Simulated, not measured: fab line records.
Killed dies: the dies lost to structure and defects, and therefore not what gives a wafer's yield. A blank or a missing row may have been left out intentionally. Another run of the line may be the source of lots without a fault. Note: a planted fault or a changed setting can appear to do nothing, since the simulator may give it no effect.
The tool behind it: which one? | flow n5_finfet | Sampling: 11 lots, 30 wafers, 5 of 1938 route steps

## WHAT THE GAUGES SHOWED, per wafer
N5_BEOL_M4_RC_MEAS_101.
lot  | measured     | on        | DIBL_N (mV/V)  | DIBL_P (mV/V)  | IOFF_N (nA/um)    | IOFF_P (nA/um) | ION_N (uA/um) | ION_P (uA/um) | SS_N (mV/dec)  | SS_P (mV/dec)  | VT_N (mV)   | VT_P (mV)
L295 | day 8 10:10  | prober-01 | 33.5 36.6 33.2 | 31.3 35.8 31.9 | 0.126 0.180 0.119 | 0.18 0.25 0.18 | 677 694 671   | 470 480 460   | 70.3 71.8 70.9 | 72.9 73.1 72.5 | 250 245 252 | -249 -247 -250
L296 | day 7 20:03  | prober-01 | 34.9 34.5 37.4 | 35.9 35.7 37.8 | 0.152 0.133 0.186 | 0.17 0.18 0.20 | 682 660 670   | 454 449 453   | 71.5 71.4 72.5 | 73.3 73.7 73.2 | 250 251 244 | -254 -253 -253
L297 | day 8 10:22  | prober-02 | 36.0 34.5 38.5 | 36.0 33.9 39.2 | 0.160 0.134 0.214 | 0.20 0.18 0.26 | 664 657 674   | 454 450 459   | 71.5 71.3 72.6 | 73.9 73.7 74.7 | 250 252 244 | -252 -256 -247
L298 | day 8 13:14  | prober-02 | 36.0 34.5 36.4 | 37.2 34.3 36.9 | 0.162 0.130 0.145 | 0.23 0.19 0.22 | 693 667 659   | 478 460 457   | 71.3 71.4 72.1 | 72.9 72.8 73.6 | 252 253 252 | -252 -250 -250
L299 | day 9 03:16  | prober-02 | 36.6 35.1 37.3 | 35.3 33.9 36.3 | 0.158 0.135 0.173 | 0.23 0.21 0.25 | 678 662 677   | 467 462 470   | 71.5 70.4 71.1 | 73.4 73.0 73.6 | 250 252 250 | -248 -248 -244
L301 | day 9 12:23  | prober-01 | 38.2           | 35.9           | 0.252             | 0.21           | 669           | 450           | 74.6           | 73.7           | 248         | -251
L307 | day 11 02:14 | prober-02 | 38.6 37.4      | 40.1 36.5      | 0.216 0.170       | 0.23 0.17      | 691 667       | 465 449       | 72.2 72.1      | 74.6 73.5      | 244 249     | -252 -255
L309 | day 11 23:48 | prober-02 | 38.3 39.2 35.4 | 39.6 40.3 35.6 | 0.211 0.215 0.146 | 0.29 0.29 0.21 | 697 685 673   | 479 469 468   | 71.4 72.0 71.3 | 73.7 74.0 72.5 | 248 246 249 | -245 -244 -250
L310 | day 12 01:44 | prober-01 | 37.8 36.9 35.8 | 38.8 37.7 36.3 | 0.196 0.180 0.148 | 0.22 0.21 0.19 | 677 685 670   | 460 464 461   | 71.7 71.3 71.3 | 73.6 73.5 73.9 | 245 247 249 | -248 -250 -252
L313 | day 13 01:41 | prober-01 | 37.9 39.4 38.6 | 38.4 41.1 38.5 | 0.174 0.228 0.181 | 0.24 0.29 0.23 | 668 703 658   | 462 481 452   | 72.1 71.8 71.8 | 73.4 74.9 73.6 | 248 245 250 | -251 -247 -251
L317 | day 13 16:08 | prober-01 | 36.3 38.2 37.6 | 35.9 37.1 37.4 | 0.147 0.161 0.169 | 0.21 0.23 0.24 | 659 665 668   | 459 457 464   | 71.3 71.4 72.0 | 72.9 73.6 73.7 | 253 250 246 | -249 -250 -249

## TOOL THAT RAN EACH LOT (tool first, then ch and the chambers of the sampled wafers, then the start)
lot  | N5_SD_EPI_N_SD_RECESS_17        | N5_BEOL_M4_SPUTTER_81        | N5_BEOL_M4_ANNEAL_91         | N5_BEOL_M4_SPUTTER_92
L295 | rie_si-01 ch 0,2,3, day 3 02:30 | pvd_sputter-01, day 8 07:35  | pvd_sputter-01, day 8 08:19  | pvd_sputter-01, day 8 08:28
L296 | rie_si-04 ch 0,2,3, day 3 07:20 | pvd_sputter-02, day 7 16:35  | pvd_sputter-02, day 7 17:20  | pvd_sputter-02, day 7 17:28
L297 | rie_si-03 ch 0,2, day 3 14:06   | pvd_sputter-02, day 8 07:57  | pvd_sputter-02, day 8 08:41  | pvd_sputter-02, day 8 08:50
L298 | rie_si-01 ch 0,2,3, day 3 20:04 | pvd_sputter-03, day 8 10:49  | pvd_sputter-03, day 8 11:34  | pvd_sputter-03, day 8 11:42
L299 | rie_si-03 ch 0,3, day 4 03:50   | pvd_sputter-02, day 9 00:50  | pvd_sputter-02, day 9 01:35  | pvd_sputter-02, day 9 01:43
L301 | rie_si-04 ch 0, day 4 12:50     | pvd_sputter-03, day 9 09:23  | pvd_sputter-03, day 9 10:10  | pvd_sputter-03, day 9 10:16
L307 | rie_si-03 ch 1,3, day 6 11:29   | pvd_sputter-03, day 10 23:40 | pvd_sputter-03, day 11 00:25 | pvd_sputter-03, day 11 00:33
L309 | rie_si-03 ch 1,2, day 6 18:13   | pvd_sputter-03, day 11 21:14 | pvd_sputter-03, day 11 21:58 | pvd_sputter-03, day 11 22:07
L310 | rie_si-01 ch 0,1, day 6 22:47   | pvd_sputter-03, day 11 23:11 | pvd_sputter-03, day 11 23:56 | pvd_sputter-03, day 12 00:04
L313 | rie_si-01 ch 1,2,3, day 7 13:43 | pvd_sputter-02, day 12 22:44 | pvd_sputter-02, day 12 23:28 | pvd_sputter-02, day 12 23:37
L317 | rie_si-01 ch 0,3, day 8 12:17   | pvd_sputter-01, day 13 13:08 | pvd_sputter-01, day 13 13:52 | pvd_sputter-01, day 13 14:01
- N5_SD_EPI_N_SD_RECESS_17: chemistry HBr/Cl2/O2, target depth 41 nm, time 23.7 s, bt time 3 s.
- N5_BEOL_M4_SPUTTER_81: material Cu, target thk 4.5 nm, time 8.29 s.
- N5_BEOL_M4_ANNEAL_91: time 240 s.
- N5_BEOL_M4_SPUTTER_92: material Cu, target thk 4.5 nm, time 8.29 s.

## AS READ BY THE TOOLS THEMSELVES (means over the sampled wafers that have a number; for cases with no such wafer, the mark the record gives instead)
N5_SD_EPI_N_SD_RECESS_17.
lot  | tool      | drypump_motor_current_A (A) | oes_product_au (a.u.) | throttle_valve_pct (%)
L295 | rie_si-01 | 6.1                         | 1.011                 | 36.84
L296 | rie_si-04 | 5.4                         | 0.995                 | 36.92
L297 | rie_si-03 | 5.4                         | 0.993                 | 37.43
L298 | rie_si-01 | 6.1                         | 1.015                 | 36.85
L299 | rie_si-03 | 5.8                         | 0.986                 | 37.38
L301 | rie_si-04 | 5.8                         | 1.012                 | 36.90
L307 | rie_si-03 | 5.5                         | 0.985                 | 37.28
L309 | rie_si-03 | 5.4                         | 0.992                 | 37.33
L310 | rie_si-01 | 5.9                         | 1.011                 | 37.09
L313 | rie_si-01 | 6.2                         | 1.014                 | 36.95
L317 | rie_si-01 | 6.1                         | 1.016                 | 36.86

N5_BEOL_M4_SPUTTER_81.
lot  | tool           | substrate_temp_c (C) | throttle_valve_pct (%)
L295 | pvd_sputter-01 | -20.07               | 29.4
L296 | pvd_sputter-02 | -20.05               | 30.3
L297 | pvd_sputter-02 | -19.96               | 29.4
L298 | pvd_sputter-03 | -20.08               | 30.1
L299 | pvd_sputter-02 | -19.86               | 29.8
L301 | pvd_sputter-03 | -19.94               | 29.8
L307 | pvd_sputter-03 | -20.06               | 29.8
L309 | pvd_sputter-03 | -20.01               | 30.2
L310 | pvd_sputter-03 | -19.93               | 29.0
L313 | pvd_sputter-02 | -20.00               | 29.4
L317 | pvd_sputter-01 | -20.00               | 29.7

N5_BEOL_M4_ANNEAL_91.
lot  | tool           | heater_power_w (W) | susceptor_temp_C_max
L295 | pvd_sputter-01 | 873                | 400.7
L296 | pvd_sputter-02 | 858                | 401.1
L297 | pvd_sputter-02 | 872                | 401.2
L298 | pvd_sputter-03 | 868                | 401.0
L299 | pvd_sputter-02 | 868                | 400.7
L301 | pvd_sputter-03 | 875                | 401.3
L307 | pvd_sputter-03 | 894                | 401.4
L309 | pvd_sputter-03 | 856                | 401.0
L310 | pvd_sputter-03 | 836                | 401.1
L313 | pvd_sputter-02 | 863                | 400.8
L317 | pvd_sputter-01 | 881                | 401.0

N5_BEOL_M4_SPUTTER_92.
lot  | tool           | substrate_temp_c (C) | throttle_valve_pct (%)
L295 | pvd_sputter-01 | -19.93               | 29.4
L296 | pvd_sputter-02 | -20.00               | 30.2
L297 | pvd_sputter-02 | -20.08               | 29.6
L298 | pvd_sputter-03 | -19.99               | 30.0
L299 | pvd_sputter-02 | -19.92               | 29.7
L301 | pvd_sputter-03 | -19.97               | 30.1
L307 | pvd_sputter-03 | -20.09               | 29.8
L309 | pvd_sputter-03 | -19.97               | 30.2
L310 | pvd_sputter-03 | -20.10               | 29.1
L313 | pvd_sputter-02 | -20.03               | 29.3
L317 | pvd_sputter-01 | -20.03               | 29.8

## THE ANSWER, worked out from the rows above alone
Rule: what is usual is taken from the lots themselves. Put in order of their means at a reading, lots are off if they are a third of the lots or fewer, leave a main group of 4 or more, and stand apart from it by a gap of 3 or more times the standard deviation of the main group's means; of several such gaps the widest counts. If all means in a main group match to the digits the tables above print for the reading, that group is not used. A lot without any number at a reading at which 4 lots or more have one is off too. All remaining lots with rows at the step are treated as sound. The gauges are gone through in route order, then the tools' own readings, and for those a lot's mean is taken as printed above. At the first step where some lot is off, the reading lying furthest off is the one used; lots without a number count as furthest.
Off: L301, at N5_BEOL_M4_RC_MEAS_101 (SS_N). The main group: mean 71.6 mV/dec, standard deviation 0.35.
A tool fits if, at a process step before that reading, it ran every lot that is off, and no sound lot after the first of them. The gauges at N5_BEOL_M4_RC_MEAS_101 are tried like those tools. One candidate fits, namely rie_si-04 at N5_SD_EPI_N_SD_RECESS_17. Its last sound lot is L296 (day 3 07:20), its first lot that is off L301 (day 4 12:50): a fault that began between those two fits.

## WHAT HAD BEEN PUT IN BY THE SIMULATOR
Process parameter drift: rie_si-04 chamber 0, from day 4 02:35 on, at N5_SD_EPI_N_SD_RECESS_17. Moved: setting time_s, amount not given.
Shown lots that were struck: L301. Same finding as the rule above.
